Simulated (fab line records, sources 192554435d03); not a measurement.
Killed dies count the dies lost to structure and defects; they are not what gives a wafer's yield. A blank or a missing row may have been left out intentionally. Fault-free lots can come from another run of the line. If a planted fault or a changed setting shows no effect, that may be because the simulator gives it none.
Split-lot experiment + flow n5-finfet + 7 lots, 21 wafers read, on a route of 1938 steps

## SPLIT DETAILS
At N5_PASSIVATION_PASS_ETCH_47 (etches SiNx in CF4/O2, target depth 770 nm, time 385 s), the setting time-s was moved away from the recipe's 385 s on 8 of the 21 wafers read, by -20.8% to +18.4%. This setting was run at the recipe's value on the other wafers.

The split's own step is where the reading is taken.

## THE READING
etch.depth-nm (the simulator's own value, which no gauge read), in nm, at N5_PASSIVATION_PASS_ETCH_47 (etches SiNx in CF4/O2, target depth 770 nm, time 385 s). The file gives no usual value for it. Average 779.4 nm, standard deviation 16 nm, over the 13 wafers here run with the recipe.

| wafer  | tool, chamber at the split | time-s as run, s | against the recipe | etch.depth-nm, nm | against lot-mates on the recipe |
|--------|----------------------------|------------------|--------------------|-------------------|---------------------------------|
| L081.1 | rie-diel-06, 0             | 385              | recipe             | 772.5             | -                               |
| L081.2 | rie-diel-06, 3             | 330.2            | -14.2%             | 659.6             | -112.9                          |
| L081.3 | rie-diel-06, 2             | 330.2            | -14.2%             | 669.6             | -102.9                          |
| L083.2 | rie-diel-02, 0             | 385              | recipe             | 765.9             | -                               |
| L083.3 | rie-diel-02, 2             | 385              | recipe             | 795.4             | -                               |
| L083.4 | rie-diel-02, 0             | 455.8            | +18.4%             | 898               | +117.4                          |
| L091.1 | rie-diel-02, 1             | 385              | recipe             | 780.7             | -                               |
| L091.2 | rie-diel-02, 2             | 385              | recipe             | 795.5             | -                               |
| L091.5 | rie-diel-02, 0             | 385              | recipe             | 766.9             | -                               |
| L087.1 | rie-diel-06, 2             | 385              | recipe             | 781.4             | -                               |
| L087.2 | rie-diel-06, 1             | 440.6            | +14.4%             | 889.2             | +115.0                          |
| L087.4 | rie-diel-06, 3             | 385              | recipe             | 767               | -                               |
| L094.1 | rie-diel-02, 3             | 305.1            | -20.8%             | 621.6             | -174.6                          |
| L094.2 | rie-diel-02, 1             | 305.1            | -20.8%             | 620               | -176.2                          |
| L094.4 | rie-diel-02, 2             | 385              | recipe             | 796.2             | -                               |
| L093.2 | rie-diel-02, 2             | 436.7            | +13.4%             | 897.4             | +147.9                          |
| L093.3 | rie-diel-02, 3             | 436.7            | +13.4%             | 879.1             | +129.6                          |
| L093.4 | rie-diel-02, 0             | 385              | recipe             | 749.5             | -                               |
| L096.1 | rie-diel-06, 0             | 385              | recipe             | 807.9             | -                               |
| L096.2 | rie-diel-06, 1             | 385              | recipe             | 763.8             | -                               |
| L096.3 | rie-diel-06, 2             | 385              | recipe             | 789               | -                               |

FIT RESULTS
A straight line over all 21 wafers: etch.depth-nm changes by +7.6 nm for each +1% of time-s; r = +0.98; the points scatter about the line by 15 nm.
The same after taking each lot's own level away (the mean of its wafers on the recipe; 21 wafers): +8.24 nm for each +1%; r = +0.98; scatter 16 nm.
On that fit, the largest move of time-s shifts the reading by 1.7e+02 nm.
From 749.50 to 796.20 nm: that is the span of the lots' own levels, equal to 2.9 times the standard deviation above.
Consequently the slope shifts little with the lot-to-lot level, the two slopes agreeing.
Check: -168 nm against its lot-mates is what the line predicts for one of the wafers moved furthest among these (-20.8%) when that wafer is left out of the fit. Against them it came out at -175 nm.

## THE WHOLE CHAIN: every reading that the file lists as answering this split, in the file's order
| step                        | what it does                                           | reading                                                        | change (the file's fit)                                                       | r (the file's) |
|-----------------------------|--------------------------------------------------------|----------------------------------------------------------------|-------------------------------------------------------------------------------|----------------|
| N5_PASSIVATION_PASS_ETCH_47 | etches SiNx in CF4/O2, target depth 770 nm, time 385 s | etch.depth-nm (the simulator's own value, which no gauge read) | +7.98 nm for each +1% of the setting                                          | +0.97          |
| N5_PASSIVATION_PROBE_49     |                                                        | killed-at-other                                                | not straight: 1056 at the lowest setting, 3.6 at the recipe, 8 at the highest | not given      |

## FILE'S OWN FIT
etch.depth-nm changes by +7.98 nm for each +1% of time-s, r = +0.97.
